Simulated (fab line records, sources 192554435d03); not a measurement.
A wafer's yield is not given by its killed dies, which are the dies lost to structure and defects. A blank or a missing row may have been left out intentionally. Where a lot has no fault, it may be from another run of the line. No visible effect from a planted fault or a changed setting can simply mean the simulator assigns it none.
Chamber matching / flow n5 finfet / N5_BEOL_M3_ALD_98 on ald sin-03: 4 sister chambers
The step deposits SiO2, target thk 2.5 nm, pulse time 1 s, co reactant pulse time 1 s. 24 wafers are shown with their chamber, then 12 later ones without.

## WAFERS WITH THEIR CHAMBER
wafer=L079.1; chamber=0; heater power w (W)=83; precursor pulse height rel=0.980
wafer=L079.4; chamber=1; heater power w (W)=72; precursor pulse height rel=0.980
wafer=L079.6; chamber=2; heater power w (W)=80; precursor pulse height rel=1.032
wafer=L080.2; chamber=1; heater power w (W)=74; precursor pulse height rel=1.024
wafer=L080.4; chamber=3; heater power w (W)=85; precursor pulse height rel=1.020
wafer=L080.5; chamber=3; heater power w (W)=83; precursor pulse height rel=1.001
wafer=L082.1; chamber=3; heater power w (W)=84; precursor pulse height rel=0.993
wafer=L082.2; chamber=2; heater power w (W)=78; precursor pulse height rel=0.977
wafer=L082.3; chamber=0; heater power w (W)=87; precursor pulse height rel=1.016
wafer=L082.4; chamber=1; heater power w (W)=72; precursor pulse height rel=1.060
wafer=L082.5; chamber=2; heater power w (W)=77; precursor pulse height rel=0.977
wafer=L082.6; chamber=3; heater power w (W)=85; precursor pulse height rel=1.021
wafer=L084.1; chamber=2; heater power w (W)=76; precursor pulse height rel=1.031
wafer=L084.2; chamber=0; heater power w (W)=86; precursor pulse height rel=0.993
wafer=L084.3; chamber=1; heater power w (W)=72; precursor pulse height rel=0.984
wafer=L084.4; chamber=3; heater power w (W)=84; precursor pulse height rel=1.001
wafer=L084.5; chamber=3; heater power w (W)=84; precursor pulse height rel=0.954
wafer=L084.6; chamber=2; heater power w (W)=77; precursor pulse height rel=1.029
wafer=L085.1; chamber=2; heater power w (W)=78; precursor pulse height rel=1.002
wafer=L085.4; chamber=0; heater power w (W)=86; precursor pulse height rel=1.010
wafer=L085.6; chamber=0; heater power w (W)=85; precursor pulse height rel=0.984
wafer=L092.1; chamber=2; heater power w (W)=71; precursor pulse height rel=1.021
wafer=L092.2; chamber=0; heater power w (W)=80; precursor pulse height rel=1.018
wafer=L092.4; chamber=1; heater power w (W)=77; precursor pulse height rel=0.991

SIGNATURES (means of the wafers above)
reading=heater power w; chamber 0=84.50; chamber 1=73.40; chamber 2=76.71; chamber 3=84.17; scatter within a chamber=2.27
reading=precursor pulse height rel; chamber 0=1.00017; chamber 1=1.00780; chamber 2=1.00986; chamber 3=0.99833; scatter within a chamber=0.0251
Rule: distance of a wafer from a chamber = root of the sum over the readings of ((wafer's reading minus chamber's mean) / reading's scatter) squared. If the next closest chamber is less than 2 further off than the closest, the wafer can't be placed; otherwise it belongs to the closest. The scatter is the square root of a quotient: the sum, over the shown wafers, of each reading's squared deviation from its chamber's mean, divided by wafers minus chambers.

## WAFERS WITH NO CHAMBER GIVEN
wafer=L093.2; heater power w (W)=83; precursor pulse height rel=0.970
wafer=L093.4; heater power w (W)=71; precursor pulse height rel=1.013
wafer=L093.6; heater power w (W)=77; precursor pulse height rel=0.987
wafer=L094.1; heater power w (W)=71; precursor pulse height rel=1.025
wafer=L094.2; heater power w (W)=77; precursor pulse height rel=0.995
wafer=L094.3; heater power w (W)=81; precursor pulse height rel=0.966
wafer=L094.4; heater power w (W)=83; precursor pulse height rel=0.981
wafer=L094.5; heater power w (W)=74; precursor pulse height rel=1.018
wafer=L094.6; heater power w (W)=72; precursor pulse height rel=0.996
wafer=L097.1; heater power w (W)=80; precursor pulse height rel=1.030
wafer=L097.5; heater power w (W)=79; precursor pulse height rel=0.995
wafer=L097.6; heater power w (W)=76; precursor pulse height rel=0.977

## CHAMBER TAKEN BY EACH
wafer=L093.2; from the rows above=can't be placed: 3 or 0 or 2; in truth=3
wafer=L093.4; from the rows above=can't be placed: 1 or 2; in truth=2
wafer=L093.6; from the rows above=can't be placed: 2 or 1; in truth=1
wafer=L094.1; from the rows above=can't be placed: 1 or 2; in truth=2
wafer=L094.2; from the rows above=can't be placed: 2 or 1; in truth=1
wafer=L094.3; from the rows above=can't be placed: 3 or 0 or 2 or 1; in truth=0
wafer=L094.4; from the rows above=can't be placed: 3 or 0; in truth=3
wafer=L094.5; from the rows above=can't be placed: 1 or 2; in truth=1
wafer=L094.6; from the rows above=can't be placed: 1 or 2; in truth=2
wafer=L097.1; from the rows above=can't be placed: 2 or 3 or 0 or 1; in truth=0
wafer=L097.5; from the rows above=can't be placed: 2 or 3 or 0 or 1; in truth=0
wafer=L097.6; from the rows above=can't be placed: 2 or 1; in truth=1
0 of 12 placed correctly. From these rows, 12 cannot be placed; in 12 the true chamber is one of the candidates. 0 placed wrongly.
